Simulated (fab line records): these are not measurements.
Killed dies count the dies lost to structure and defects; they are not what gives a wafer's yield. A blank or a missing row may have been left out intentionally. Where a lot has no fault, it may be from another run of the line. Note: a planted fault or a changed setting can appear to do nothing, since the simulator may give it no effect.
Chamber matching	flow nand-harc	rie-diel-07 running NHARC_A_CHANNEL_FILL_D2_ETCHBACK_20: 4 sister chambers
The step etches the open film in C4F8/O2/Ar, target depth 27 nm, time 13.5 s. 8 wafers are shown with their chamber, then 8 later ones without.

EACH WAFER AND ITS CHAMBER
wafer	chamber	rf-vpp-V (V)	oes-product-au (a.u.)
L077.2	0	974	0.983
L085.1	3	982	1.009
L085.2	2	979	0.984
L085.4	0	972	0.991
L087.1	2	980	0.925
L087.4	1	975	0.940
L087.6	3	979	0.961
L088.4	1	972	0.998

WAFERS WITH NO CHAMBER GIVEN
wafer	rf-vpp-V (V)	oes-product-au (a.u.)
L088.5	980	1.000
L088.6	974	1.001
L092.1	980	0.926
L092.4	972	0.928
L092.5	979	0.919
L093.2	981	0.993
L093.3	975	1.007
L093.4	973	1.001

THE CHAMBER EACH PASSED THROUGH
wafer	from the rows above	in truth
L088.5	can't be placed: 3 or 2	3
L088.6	can't be placed: 0 or 1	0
L092.1	can't be placed: 2 or 3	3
L092.4	can't be placed: 1 or 0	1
L092.5	can't be placed: 2 or 3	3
L093.2	can't be placed: 3 or 2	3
L093.3	can't be placed: 0 or 1 or 2 or 3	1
L093.4	can't be placed: 0 or 1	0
Correct placement for 0 of the 8. Cannot be placed on the basis of these rows: 8; the candidates contain the true chamber in 8. Number placed wrongly: 0.
How it was worked out, from the rows above alone: a wafer's distance from a chamber is the root of the sum, over the readings, of the square of ((its reading less the chamber's mean) divided by the reading's scatter). If the next closest chamber is less than 2 further off than the closest, the wafer can't be placed; otherwise it belongs to the closest. The mean given for a chamber averages the wafers shown for that chamber. The scatter: the root of (the sum of the squares of (reading less its chamber's mean) over the shown wafers, divided by (wafers less chambers)).
